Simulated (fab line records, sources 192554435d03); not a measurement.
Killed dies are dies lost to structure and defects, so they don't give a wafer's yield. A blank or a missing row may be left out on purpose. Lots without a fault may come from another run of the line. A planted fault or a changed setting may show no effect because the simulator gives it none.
Which tool did it? | flow n5_finfet | 12 lots, 36 wafers sampled, at 4 steps of a route of 1938

WHAT THE GAUGES READ, wafer by wafer
N5_BEOL_M6_THK_MEAS_53: measures by xrf. Usual: M6_THK 81.3 nm, standard deviation 2.9.
lot  | measured     | on            | M6_THK (nm)    | flag
L599 | day 8 12:31  | film_metro-02 | 77.6 81.2 78.5 |
L601 | day 9 06:05  | film_metro-02 | 80.4 80.5 82.7 |
L602 | day 9 15:05  | film_metro-01 | 79.9 87.6 80.4 |
L603 | day 9 15:22  | film_metro-01 | 88.1 85.7 83.4 |
L604 | day 9 18:28  | film_metro-02 | 78.0 76.8 81.1 |
L608 | day 10 21:38 | film_metro-02 | 79.7 78.4 77.3 |
L607 | day 10 22:25 | film_metro-01 | 81.4 79.4 83.3 |
L618 | day 13 18:50 | film_metro-01 | 78.6 80.0 81.7 |
L619 | day 14 07:07 | film_metro-02 | 79.0 81.6 82.0 |
L620 | day 14 19:29 | film_metro-01 | 77.7 77.7 79.3 |
L621 | day 15 03:49 | film_metro-01 | 81.1 80.3 79.1 |
L622 | day 15 12:31 | film_metro-01 | 81.2 78.6 75.0 |

N5_BEOL_M6_RS_MEAS_57: measures by four-point-probe. Usual: M6_RS 0.285 ohm/sq, standard deviation 0.011.
lot  | measured     | on            | M6_RS (ohm/sq)    | flag
L599 | day 8 12:39  | film_metro-02 | 0.298 0.282 0.293 |
L601 | day 9 06:16  | film_metro-02 | 0.290 0.288 0.277 |
L602 | day 9 15:15  | film_metro-01 | 0.290 0.259 0.290 |
L603 | day 9 15:32  | film_metro-01 | 0.260 0.267 0.276 |
L604 | day 9 18:38  | film_metro-02 | 0.299 0.301 0.284 |
L608 | day 10 21:46 | film_metro-01 | 0.288 0.292 0.299 |
L607 | day 10 22:34 | film_metro-01 | 0.286 0.294 0.277 |
L618 | day 13 18:58 | film_metro-02 | 0.299 0.293 0.286 |
L619 | day 14 07:14 | film_metro-02 | 0.295 0.284 0.283 |
L620 | day 14 19:37 | film_metro-01 | 0.299 0.300 0.294 |
L621 | day 15 03:57 | film_metro-01 | 0.286 0.290 0.296 |
L622 | day 15 12:39 | film_metro-02 | 0.286 0.296 0.313 |

WHICH TOOL RAN EACH LOT (tool, then ch and the chambers of the sampled wafers, then the start)
lot  | N5_BEOL_M6_CURE_75            | N5_BEOL_M6_ALD_77
L599 | uv_cure-03 ch 1, day 8 09:57  | ald_metal-01 ch 1,2,3, day 8 10:34
L601 | uv_cure-01 ch 1, day 9 04:04  | ald_metal-01 ch 0,2,3, day 9 04:38
L602 | uv_cure-01 ch 1, day 9 12:44  | ald_metal-01 ch 0,1,2, day 9 13:20
L603 | uv_cure-03 ch 0, day 9 13:01  | ald_metal-01 ch 0,1,2, day 9 13:49
L604 | uv_cure-01 ch 1, day 9 16:32  | ald_metal-01 ch 0,1,2, day 9 17:03
L608 | uv_cure-03 ch 2, day 10 18:49 | ald_metal-03 ch 2,3, day 10 19:25
L607 | uv_cure-03 ch 0, day 10 19:20 | ald_metal-01 ch 0,3, day 10 19:57
L618 | uv_cure-02 ch 2, day 13 16:47 | ald_metal-04 ch 1,2, day 13 17:30
L619 | uv_cure-01 ch 2, day 14 03:23 | ald_metal-04 ch 1,2,3, day 14 05:47
L620 | uv_cure-02 ch 2, day 14 17:19 | ald_metal-04 ch 0,2,3, day 14 17:50
L621 | uv_cure-02 ch 1, day 15 00:52 | ald_metal-03 ch 0,2, day 15 01:53
L622 | uv_cure-02 ch 1, day 15 09:57 | ald_metal-03 ch 1,2, day 15 10:35
- N5_BEOL_M6_CURE_75: cures SiCOH lowk, time 120 s.
- N5_BEOL_M6_ALD_77: deposits TaN, target thk 2 nm, pulse time 2 s, purge time 3 s.

WHAT THE TOOLS THEMSELVES READ (means of the sampled wafers that have a number; where no wafer has one, the mark that the record gives instead)
N5_BEOL_M6_CURE_75. Usual: lamp_power_pct 52.32 %, standard deviation 0.053; wafer_temp_C_max 371.8, standard deviation 0.59.
lot  | tool       | lamp_power_pct (%) | wafer_temp_C_max | flag
L599 | uv_cure-03 | 52.26              | 371.8            |
L601 | uv_cure-01 | 52.33              | 372.1            |
L602 | uv_cure-01 | 52.39              | 372.3            |
L603 | uv_cure-03 | 52.33              | 370.8            |
L604 | uv_cure-01 | 52.31              | 372.3            |
L608 | uv_cure-03 | 52.29              | 371.3            |
L607 | uv_cure-03 | 52.29              | 370.9            |
L618 | uv_cure-02 | 52.27              | 371.8            |
L619 | uv_cure-01 | 52.31              | 371.9            |
L620 | uv_cure-02 | 52.30              | 372.1            |
L621 | uv_cure-02 | 52.40              | 371.2            |
L622 | uv_cure-02 | 52.35              | 371.8            |

N5_BEOL_M6_ALD_77. Usual: chamber_pressure_Torr 3.000 Torr, standard deviation 0.0068; heater_power_w 446 W, standard deviation 49.
lot  | tool         | chamber_pressure_Torr (Torr) | heater_power_w (W) | flag
L599 | ald_metal-01 | 2.999                        | 447                |
L601 | ald_metal-01 | 2.999                        | 453                |
L602 | ald_metal-01 | 3.002                        | 445                |
L603 | ald_metal-01 | 2.998                        | 448                |
L604 | ald_metal-01 | 3.002                        | 441                |
L608 | ald_metal-03 | 3.001                        | 446                |
L607 | ald_metal-01 | 2.999                        | 420                |
L618 | ald_metal-04 | 3.005                        | 467                |
L619 | ald_metal-04 | 2.996                        | 486                |
L620 | ald_metal-04 | 3.000                        | 460                |
L621 | ald_metal-03 | 3.000                        | 409                |
L622 | ald_metal-03 | 2.997                        | 469                |

THE ANSWER, worked out from the rows above alone
Rule: a lot is off if the mean of its wafers that have a number lies more than 3 standard deviations from the usual mean. A lot without any number at a reading at which 4 lots or more have one is off too. The other lots that the step has rows for count as sound. The gauges are gone through in route order, then the tools' own readings, and for those a lot's mean is taken as printed above. The first step at which some lot is off is used, and at that step the reading that is off furthest; a lot without a number counts as furthest.
No lot is off at any reading shown: from this, nothing can be told.

WHAT THE SIMULATOR HAD PUT IN
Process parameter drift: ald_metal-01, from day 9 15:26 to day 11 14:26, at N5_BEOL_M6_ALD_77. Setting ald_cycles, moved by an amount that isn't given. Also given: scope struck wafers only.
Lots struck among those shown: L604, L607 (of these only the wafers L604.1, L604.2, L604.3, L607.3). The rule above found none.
